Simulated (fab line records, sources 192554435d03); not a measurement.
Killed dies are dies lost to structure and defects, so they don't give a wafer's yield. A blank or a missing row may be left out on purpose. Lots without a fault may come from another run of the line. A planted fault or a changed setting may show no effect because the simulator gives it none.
Chamber matching | flow n5_finfet | N5_BEOL_M8_CURE_75 on uv_cure-02: 3 sister chambers
The step cures SiCOH lowk, time 120 s. 30 wafers are shown with their chamber, then 12 later ones without.

WAFERS WITH THEIR CHAMBER
wafer  | chamber | wafer_temp_C_max | lamp_power_pct (%)
L084.1 | 0       | 371.8            | 52.23
L084.2 | 0       | 371.9            | 52.27
L084.4 | 0       | 371.7            | 52.31
L084.3 | 0       | 371.8            | 52.31
L084.5 | 0       | 372.2            | 52.22
L084.6 | 0       | 372.4            | 52.29
L086.2 | 2       | 372.0            | 52.45
L086.3 | 2       | 372.3            | 52.25
L086.4 | 2       | 371.8            | 52.32
L087.1 | 0       | 371.6            | 52.37
L087.2 | 0       | 371.4            | 52.36
L087.3 | 0       | 371.2            | 52.25
L087.4 | 0       | 372.0            | 52.27
L087.5 | 0       | 371.7            | 52.27
L087.6 | 0       | 372.6            | 52.16
L088.1 | 2       | 372.7            | 52.18
L088.3 | 2       | 373.0            | 52.24
L088.5 | 2       | 372.2            | 52.29
L088.2 | 2       | 372.7            | 52.38
L088.4 | 2       | 372.2            | 52.33
L088.6 | 2       | 371.9            | 52.33
L091.1 | 0       | 371.8            | 52.38
L091.4 | 0       | 372.0            | 52.33
L091.5 | 0       | 372.1            | 52.40
L091.2 | 0       | 372.3            | 52.28
L091.3 | 0       | 371.7            | 52.29
L091.6 | 0       | 372.7            | 52.24
L093.1 | 1       | 372.4            | 52.29
L093.3 | 1       | 372.1            | 52.31
L093.4 | 1       | 372.4            | 52.35

SIGNATURES (means of the wafers above)
reading          | chamber 0 | chamber 1 | chamber 2 | scatter within a chamber
wafer_temp_C_max | 371.939   | 372.300   | 372.311   | 0.386
lamp_power_pct   | 52.2906   | 52.3167   | 52.3078   | 0.066
Rule: a wafer's distance from a chamber is the root of the sum, over the readings, of the square of ((its reading less the chamber's mean) divided by the reading's scatter). The wafer belongs to the nearest chamber; if the next one is less than 2 further off, it can't be placed. The scatter: the root of (the sum of the squares of (reading less its chamber's mean) over the shown wafers, divided by (wafers less chambers)).

WAFERS WITHOUT THEIR CHAMBER
wafer  | wafer_temp_C_max | lamp_power_pct (%)
L094.1 | 372.8            | 52.29
L094.2 | 371.5            | 52.17
L094.3 | 372.6            | 52.33
L094.4 | 371.7            | 52.32
L094.5 | 371.6            | 52.31
L094.6 | 371.9            | 52.31
L097.3 | 371.7            | 52.34
L097.4 | 371.9            | 52.28
L097.6 | 373.8            | 52.32
L096.1 | 370.9            | 52.37
L096.2 | 371.0            | 52.32
L096.3 | 372.7            | 52.26

WHICH CHAMBER EACH WENT THROUGH
wafer  | from the rows above          | in truth
L094.1 | can't be placed: 2 or 1 or 0 | 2
L094.2 | can't be placed: 0 or 2 or 1 | 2
L094.3 | can't be placed: 1 or 2 or 0 | 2
L094.4 | can't be placed: 0 or 1 or 2 | 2
L094.5 | can't be placed: 0 or 1 or 2 | 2
L094.6 | can't be placed: 0 or 1 or 2 | 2
L097.3 | can't be placed: 0 or 1 or 2 | 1
L097.4 | can't be placed: 0 or 2 or 1 | 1
L097.6 | can't be placed: 2 or 1 or 0 | 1
L096.1 | can't be placed: 0 or 1 or 2 | 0
L096.2 | can't be placed: 0 or 1 or 2 | 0
L096.3 | can't be placed: 2 or 1 or 0 | 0
Placed correctly: 0 of 12. Can't be placed from these rows: 12 (the true chamber is among the candidates in 12). Placed wrongly: 0.
